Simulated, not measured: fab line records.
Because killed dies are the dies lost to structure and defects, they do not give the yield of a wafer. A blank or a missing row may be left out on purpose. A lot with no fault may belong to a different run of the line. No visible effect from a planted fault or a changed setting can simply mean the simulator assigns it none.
Matching of chambers | flow n5_finfet | 3 sister chambers for N5_BEOL_M4_ILD_DEP_00 on pecvd-03
The step deposits SiOC from DEMS/O2, target thk 79 nm, time 15.3 s. 6 wafers are shown with their chamber, then 7 later ones without.

== WAFERS WITH THEIR CHAMBER ==
wafer  | chamber | heater_power_w (W) | showerhead_plenum_p_Torr (Torr)
L077.6 | 1       | 578                | 5.700
L080.1 | 0       | 318                | 5.655
L080.2 | 1       | 500                | 5.711
L080.4 | 2       | 361                | 5.682
L082.1 | 0       | 387                | 5.667
L082.2 | 2       | 310                | 5.687

== WAFERS MISSING THEIR CHAMBER ==
wafer  | heater_power_w (W) | showerhead_plenum_p_Torr (Torr)
L082.6 | 385                | 5.651
L086.2 | 505                | 5.691
L086.3 | 357                | 5.682
L086.4 | 373                | 5.666
L087.2 | 582                | 5.698
L087.4 | 585                | 5.713
L087.6 | 356                | 5.685

== THE CHAMBER EACH PASSED THROUGH ==
wafer  | from the rows above     | in truth
L082.6 | 0                       | 0
L086.2 | can't be placed: 1 or 2 | 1
L086.3 | 2                       | 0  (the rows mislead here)
L086.4 | can't be placed: 0 or 2 | 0
L087.2 | 1                       | 1
L087.4 | 1                       | 1
L087.6 | 2                       | 2
Correct placement for 4 of the 7. From these rows, 2 cannot be placed; in 2 the true chamber is one of the candidates. Placed wrongly: 1.
How it was worked out, from the rows above alone: a wafer's distance from a chamber is the root of the sum, over the readings, of the square of ((its reading less the chamber's mean) divided by the reading's scatter). If the next closest chamber is less than 2 further off than the closest, the wafer can't be placed; otherwise it belongs to the closest. Each chamber's mean is taken over the wafers shown for it. The scatter is the square root of a quotient: the sum, over the shown wafers, of each reading's squared deviation from its chamber's mean, divided by wafers minus chambers.
